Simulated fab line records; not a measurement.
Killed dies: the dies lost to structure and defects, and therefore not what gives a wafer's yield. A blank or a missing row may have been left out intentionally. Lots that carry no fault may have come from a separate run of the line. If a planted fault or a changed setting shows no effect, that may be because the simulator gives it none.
Matching of chambers || flow n5_finfet || N5_BEOL_M3_ETCH_69 on rie_diel-01: 4 sister chambers
The step etches SiARC in CF4, target depth 15.6 nm, time 26 s. 4 wafers are shown with their chamber, then 8 later ones without.

## EACH WAFER AND ITS CHAMBER
{"wafer": "L076.4", "chamber": 0, "drypump_motor_current_A (A)": 4.7}
{"wafer": "L081.3", "chamber": 2, "drypump_motor_current_A (A)": 6.1}
{"wafer": "L081.5", "chamber": 1, "drypump_motor_current_A (A)": 5.2}
{"wafer": "L085.1", "chamber": 3, "drypump_motor_current_A (A)": 6.4}

## WAFERS WHOSE CHAMBER IS MISSING
{"wafer": "L085.2", "drypump_motor_current_A (A)": 4.7}
{"wafer": "L085.3", "drypump_motor_current_A (A)": 6.1}
{"wafer": "L085.4", "drypump_motor_current_A (A)": 5.2}
{"wafer": "L085.5", "drypump_motor_current_A (A)": 6.4}
{"wafer": "L085.6", "drypump_motor_current_A (A)": 6.1}
{"wafer": "L093.3", "drypump_motor_current_A (A)": 4.8}
{"wafer": "L093.4", "drypump_motor_current_A (A)": 6.4}
{"wafer": "L093.6", "drypump_motor_current_A (A)": 4.7}

## EACH ONE'S CHAMBER
{"wafer": "L085.2", "from the rows above": 0, "in truth": 0}
{"wafer": "L085.3", "from the rows above": 2, "in truth": 2}
{"wafer": "L085.4", "from the rows above": 1, "in truth": 1}
{"wafer": "L085.5", "from the rows above": 3, "in truth": 3}
{"wafer": "L085.6", "from the rows above": 2, "in truth": 2}
{"wafer": "L093.3", "from the rows above": 0, "in truth": 0}
{"wafer": "L093.4", "from the rows above": 3, "in truth": 3}
{"wafer": "L093.6", "from the rows above": 0, "in truth": 0}
Correct placement for 8 of the 8. Left unplaced by these rows: 0. Number placed wrongly: 0.
How it was worked out, from the rows above alone: a wafer's distance from a chamber is the root of the sum, over the readings, of the square of ((its reading less the chamber's mean) divided by the reading's scatter). If the next closest chamber is less than 2 further off than the closest, the wafer can't be placed; otherwise it belongs to the closest. For every chamber, the mean is computed from those of its wafers that are shown. The scatter: root of mean squared gap, hidden wafer to nearest shown wafer, with one shown wafer a chamber.
